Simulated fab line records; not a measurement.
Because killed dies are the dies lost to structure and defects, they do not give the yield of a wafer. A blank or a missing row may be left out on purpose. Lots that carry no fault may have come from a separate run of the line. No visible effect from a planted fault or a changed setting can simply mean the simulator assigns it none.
Matching of chambers ; flow nand harc ; NHARC_A_WL_FILL_STRIP_29 on rie diel-12 has 4 sister chambers
The step strips in O2, time 20 s. 14 wafers are shown with their chamber, then 7 later ones without.

== WAFERS, EACH WITH ITS CHAMBER ==
wafer;chamber;drypump motor current A (A);oes product au (a.u.);throttle valve pct (%)
L075.1;0;5.9;1.016;17.040
L075.4;3;5.8;0.997;17.033
L075.5;1;5.3;0.987;17.045
L074.1;3;5.8;0.999;17.047
L074.3;1;5.3;0.992;17.031
L074.5;0;5.9;1.016;17.051
L077.4;3;5.8;1.001;17.036
L077.5;2;5.3;0.991;17.034
L077.6;3;5.8;1.000;17.029
L082.2;2;5.2;0.997;17.025
L082.5;3;5.8;1.002;17.040
L082.6;0;5.8;1.023;17.045
L083.1;0;5.9;1.010;17.055
L083.2;2;5.3;0.980;17.046

SIGNATURES (means of the wafers above)
reading;chamber 0;chamber 1;chamber 2;chamber 3;scatter within a chamber
drypump motor current A;5.875;5.300;5.267;5.800;0.0376
oes product au;1.01625;0.98950;0.98933;0.99980;0.00511
throttle valve pct;17.04775;17.03800;17.03500;17.03700;0.008
Rule: a wafer's distance from a chamber is the root of the sum, over the readings, of the square of ((its reading less the chamber's mean) divided by the reading's scatter). If the next closest chamber is less than 2 further off than the closest, the wafer can't be placed; otherwise it belongs to the closest. The scatter: take each reading less its chamber's mean, square it, sum over the shown wafers, divide by the number of wafers less the number of chambers, and take the root.

== WAFERS MISSING THEIR CHAMBER ==
wafer;drypump motor current A (A);oes product au (a.u.);throttle valve pct (%)
L083.5;5.2;0.983;17.046
L092.1;5.3;1.003;17.044
L092.2;5.3;1.013;17.032
L092.3;5.9;1.019;17.029
L097.2;5.3;0.992;17.042
L097.4;5.8;1.010;17.028
L097.6;5.2;0.998;17.046

== WHICH CHAMBER EACH WENT THROUGH ==
wafer;from the rows above;in truth
L083.5;can't be placed: 2 or 1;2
L092.1;can't be placed: 1 or 2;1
L092.2;can't be placed: 1 or 2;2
L092.3;0;0
L097.2;can't be placed: 1 or 2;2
L097.4;can't be placed: 3 or 0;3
L097.6;can't be placed: 2 or 1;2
1 of 7 placed correctly. Cannot be placed on the basis of these rows: 6; the candidates contain the true chamber in 6. Placed wrongly: 0.
